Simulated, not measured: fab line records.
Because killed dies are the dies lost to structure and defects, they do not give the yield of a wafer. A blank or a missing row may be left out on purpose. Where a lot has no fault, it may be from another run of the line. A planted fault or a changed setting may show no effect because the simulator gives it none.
Split-lot experiment :: flow n5_finfet :: 39 wafers read across 7 lots, on a route 1938 steps long

== SPLIT DETAILS ==
At N5_FIN_SAQP_PECVD_06 (deposits a-Si from SiH4/He, target thk 60 nm, time 48.1 s), the setting time_s was moved away from the recipe's 48.1 s on 15 of the 39 wafers read, by -50.4% to +57.3%. This setting was run at the recipe's value on the other wafers.

== FROM THE SPLIT TO THE READING: what the file shows between them, 5 steps ==
- N5_FIN_SAQP_THK_MEAS_07
- N5_FIN_SAQP_HM_DEP_72: deposits SiO2 from SiH4/N2O, target thk 12 nm, time 7.2 s
- N5_FIN_SAQP_COAT_49: time 60 s, resist thk 100 nm
- N5_FIN_SAQP_HM_OPEN_73: chemistry CHF3/O2, target SiO2, stops on a-Si, target depth 12 nm, time 16.8 s
- N5_FIN_SAQP_STRIP_74: strips in CHF3/O2

== THE READING ==
oes_product_au, in a.u., at N5_FIN_SAQP_MANDREL_ETCH_22 (etches a-Si in HBr/Cl2, stops on SiNx, target depth 60 nm, bt time 10 s, time 30 s). Typical for fault-free wafers on this fab line: 0.767 a.u., with standard deviation 0.012 a.u.

wafer: L076.1
tool, chamber at the split: pecvd-01, 1
time_s as run, s: 48.1
against the recipe: recipe
oes_product_au, a.u.: 0.791
against lot-mates on the recipe: -

wafer: L076.2
tool, chamber at the split: pecvd-01, 0
time_s as run, s: 48.1
against the recipe: recipe
oes_product_au, a.u.: 0.751
against lot-mates on the recipe: -

wafer: L076.3
tool, chamber at the split: pecvd-01, 2
time_s as run, s: 62.33
against the recipe: +29.6%
oes_product_au, a.u.: 0.894
against lot-mates on the recipe: +0.126

wafer: L076.4
tool, chamber at the split: pecvd-01, 1,2
time_s as run, s: 62.33
against the recipe: +29.6%
oes_product_au, a.u.: 0.898
against lot-mates on the recipe: +0.130

wafer: L076.5
tool, chamber at the split: pecvd-01, 0
time_s as run, s: 48.1
against the recipe: recipe
oes_product_au, a.u.: 0.761
against lot-mates on the recipe: -

wafer: L076.6
tool, chamber at the split: pecvd-01, 1,2
time_s as run, s: 62.33
against the recipe: +29.6%
oes_product_au, a.u.: 0.895
against lot-mates on the recipe: +0.127

wafer: L078.1
tool, chamber at the split: pecvd-04, 0
time_s as run, s: 48.1
against the recipe: recipe
oes_product_au, a.u.: 0.756
against lot-mates on the recipe: -

wafer: L078.2
tool, chamber at the split: pecvd-04, 2
time_s as run, s: 48.1
against the recipe: recipe
oes_product_au, a.u.: 0.760
against lot-mates on the recipe: -

wafer: L078.5
tool, chamber at the split: pecvd-04, 1
time_s as run, s: 48.1
against the recipe: recipe
oes_product_au, a.u.: 0.788
against lot-mates on the recipe: -

wafer: L079.1
tool, chamber at the split: pecvd-01, 0
time_s as run, s: 48.1
against the recipe: recipe
oes_product_au, a.u.: 0.775
against lot-mates on the recipe: -

wafer: L079.2
tool, chamber at the split: pecvd-01, 2
time_s as run, s: 34.95
against the recipe: -27.3%
oes_product_au, a.u.: 0.625
against lot-mates on the recipe: -0.143

wafer: L079.3
tool, chamber at the split: pecvd-01, 1
time_s as run, s: 48.1
against the recipe: recipe
oes_product_au, a.u.: 0.766
against lot-mates on the recipe: -

wafer: L079.4
tool, chamber at the split: pecvd-01, 2
time_s as run, s: 34.95
against the recipe: -27.3%
oes_product_au, a.u.: 0.641
against lot-mates on the recipe: -0.127

wafer: L079.5
tool, chamber at the split: pecvd-01, 0
time_s as run, s: 48.1
against the recipe: recipe
oes_product_au, a.u.: 0.763
against lot-mates on the recipe: -

wafer: L079.6
tool, chamber at the split: pecvd-01, 1
time_s as run, s: 34.95
against the recipe: -27.3%
oes_product_au, a.u.: 0.637
against lot-mates on the recipe: -0.131

wafer: L084.1
tool, chamber at the split: pecvd-01, 1
time_s as run, s: 48.1
against the recipe: recipe
oes_product_au, a.u.: 0.773
against lot-mates on the recipe: -

wafer: L084.2
tool, chamber at the split: pecvd-01, 2
time_s as run, s: 48.1
against the recipe: recipe
oes_product_au, a.u.: 0.762
against lot-mates on the recipe: -

wafer: L084.3
tool, chamber at the split: pecvd-01, 0
time_s as run, s: 48.1
against the recipe: recipe
oes_product_au, a.u.: 0.782
against lot-mates on the recipe: -

wafer: L084.4
tool, chamber at the split: pecvd-01, 2
time_s as run, s: 31.17
against the recipe: -35.2%
oes_product_au, a.u.: 0.601
against lot-mates on the recipe: -0.171

wafer: L084.5
tool, chamber at the split: pecvd-01, 0
time_s as run, s: 31.17
against the recipe: -35.2%
oes_product_au, a.u.: 0.605
against lot-mates on the recipe: -0.167

wafer: L084.6
tool, chamber at the split: pecvd-01, 1
time_s as run, s: 31.17
against the recipe: -35.2%
oes_product_au, a.u.: 0.599
against lot-mates on the recipe: -0.173

wafer: L089.1
tool, chamber at the split: pecvd-01, 0
time_s as run, s: 48.1
against the recipe: recipe
oes_product_au, a.u.: 0.766
against lot-mates on the recipe: -

wafer: L089.2
tool, chamber at the split: pecvd-01, 1
time_s as run, s: 75.66
against the recipe: +57.3%
oes_product_au, a.u.: 0.996
against lot-mates on the recipe: +0.217

wafer: L089.3
tool, chamber at the split: pecvd-01, 2
time_s as run, s: 48.1
against the recipe: recipe
oes_product_au, a.u.: 0.785
against lot-mates on the recipe: -

wafer: L089.4
tool, chamber at the split: pecvd-01, 0
time_s as run, s: 75.66
against the recipe: +57.3%
oes_product_au, a.u.: 0.989
against lot-mates on the recipe: +0.210

wafer: L089.5
tool, chamber at the split: pecvd-01, 1
time_s as run, s: 48.1
against the recipe: recipe
oes_product_au, a.u.: 0.786
against lot-mates on the recipe: -

wafer: L089.6
tool, chamber at the split: pecvd-01, 2
time_s as run, s: 75.66
against the recipe: +57.3%
oes_product_au, a.u.: 0.994
against lot-mates on the recipe: +0.215

wafer: L091.1
tool, chamber at the split: pecvd-02, 0
time_s as run, s: 23.88
against the recipe: -50.4%
oes_product_au, a.u.: 0.534
against lot-mates on the recipe: -0.238

wafer: L091.2
tool, chamber at the split: pecvd-02, 2
time_s as run, s: 48.1
against the recipe: recipe
oes_product_au, a.u.: 0.776
against lot-mates on the recipe: -

wafer: L091.3
tool, chamber at the split: pecvd-02, 1
time_s as run, s: 48.1
against the recipe: recipe
oes_product_au, a.u.: 0.754
against lot-mates on the recipe: -

wafer: L091.4
tool, chamber at the split: pecvd-02, 2
time_s as run, s: 48.1
against the recipe: recipe
oes_product_au, a.u.: 0.786
against lot-mates on the recipe: -

wafer: L091.5
tool, chamber at the split: pecvd-02, 1
time_s as run, s: 23.88
against the recipe: -50.4%
oes_product_au, a.u.: 0.532
against lot-mates on the recipe: -0.240

wafer: L091.6
tool, chamber at the split: pecvd-02, 0
time_s as run, s: 23.88
against the recipe: -50.4%
oes_product_au, a.u.: 0.549
against lot-mates on the recipe: -0.223

wafer: L095.1
tool, chamber at the split: pecvd-01, 1
time_s as run, s: 48.1
against the recipe: recipe
oes_product_au, a.u.: 0.745
against lot-mates on the recipe: -

wafer: L095.2
tool, chamber at the split: pecvd-01, 2
time_s as run, s: 48.1
against the recipe: recipe
oes_product_au, a.u.: 0.760
against lot-mates on the recipe: -

wafer: L095.3
tool, chamber at the split: pecvd-01, 0
time_s as run, s: 48.1
against the recipe: recipe
oes_product_au, a.u.: 0.780
against lot-mates on the recipe: -

wafer: L095.4
tool, chamber at the split: pecvd-01, 2
time_s as run, s: 48.1
against the recipe: recipe
oes_product_au, a.u.: 0.759
against lot-mates on the recipe: -

wafer: L095.5
tool, chamber at the split: pecvd-01, 1
time_s as run, s: 48.1
against the recipe: recipe
oes_product_au, a.u.: 0.791
against lot-mates on the recipe: -

wafer: L095.6
tool, chamber at the split: pecvd-01, 0
time_s as run, s: 48.1
against the recipe: recipe
oes_product_au, a.u.: 0.778
against lot-mates on the recipe: -
Rows listing several chambers each stand for several wafers; the file does not say which wafer went through which chamber.

FIT RESULTS
A straight line over all 39 wafers: oes_product_au changes by +0.00434 a.u. for each +1% of time_s; r = +0.99; the points scatter about the line by 0.014 a.u.
The same after taking each lot's own level away (the mean of its wafers on the recipe; 39 wafers): +0.0043 a.u. for each +1%; r = +0.99; scatter 0.015 a.u.
On that fit, the largest move of time_s shifts the reading by 0.25 a.u.
The span of the lots' own levels, 0.7677 to 0.7790 a.u., comes to 0.9 times the standard deviation stated above.
The two slopes are in agreement: the lot-to-lot level therefore moves the slope only a little.
Check: +0.244 a.u. against its lot-mates is what the line predicts for one of the wafers moved furthest among these (+57.3%) when that wafer is left out of the fit. Against them it came out at +0.217 a.u.

== THE OTHER SPLITS THESE WAFERS WENT THROUGH ==
These wafers also went through other splits before the reading. Each is held against what the fit with the lots' levels taken away leaves over:
other split on the same wafers: N5_ZERO_LAYER_DEVELOP_10 develop_time_s
wafers away from the commonest value: 15
r with oes_product_au (lot level and that fit taken away): +0.12

== THE WHOLE CHAIN: every reading that the file lists as answering this split, in the file's order ==
step: N5_FIN_SAQP_PECVD_06
what it does: deposits a-Si from SiH4/He, target thk 60 nm, time 48.1 s
reading: a-Si_of_FIN_SAQP_PECVD_06.thk_nm (the simulator's own value, which no gauge read)
change (the file's fit): +0.605 nm for each +1% of the setting
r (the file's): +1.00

step: N5_FIN_SAQP_THK_MEAS_07
what it does: 
reading: thk_nm
change (the file's fit): withheld for each +1% of the setting
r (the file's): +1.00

step: N5_FIN_SAQP_MANDREL_ETCH_22
what it does: etches a-Si in HBr/Cl2, stops on SiNx, target depth 60 nm, bt time 10 s, time 30 s
reading: oes_product_au
change (the file's fit): +0.00431 a.u. for each +1% of the setting
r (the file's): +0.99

step: N5_FIN_SAQP_MANDREL_ETCH_22
what it does: etches a-Si in HBr/Cl2, stops on SiNx, target depth 60 nm, bt time 10 s, time 30 s
reading: etch.depth_nm (the simulator's own value, which no gauge read)
change (the file's fit): +0.569 nm for each +1% of the setting
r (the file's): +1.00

step: N5_FIN_SAQP_INSPECT_40
what it does: inspects for defects (brightfield)
reading: raw_defect_count
change (the file's fit): not straight: 233 at the lowest setting, 220 at the recipe, 1869 at the highest
r (the file's): not given

== FILE'S OWN FIT ==
oes_product_au changes by +0.00431 a.u. for each +1% of time_s, r = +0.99.
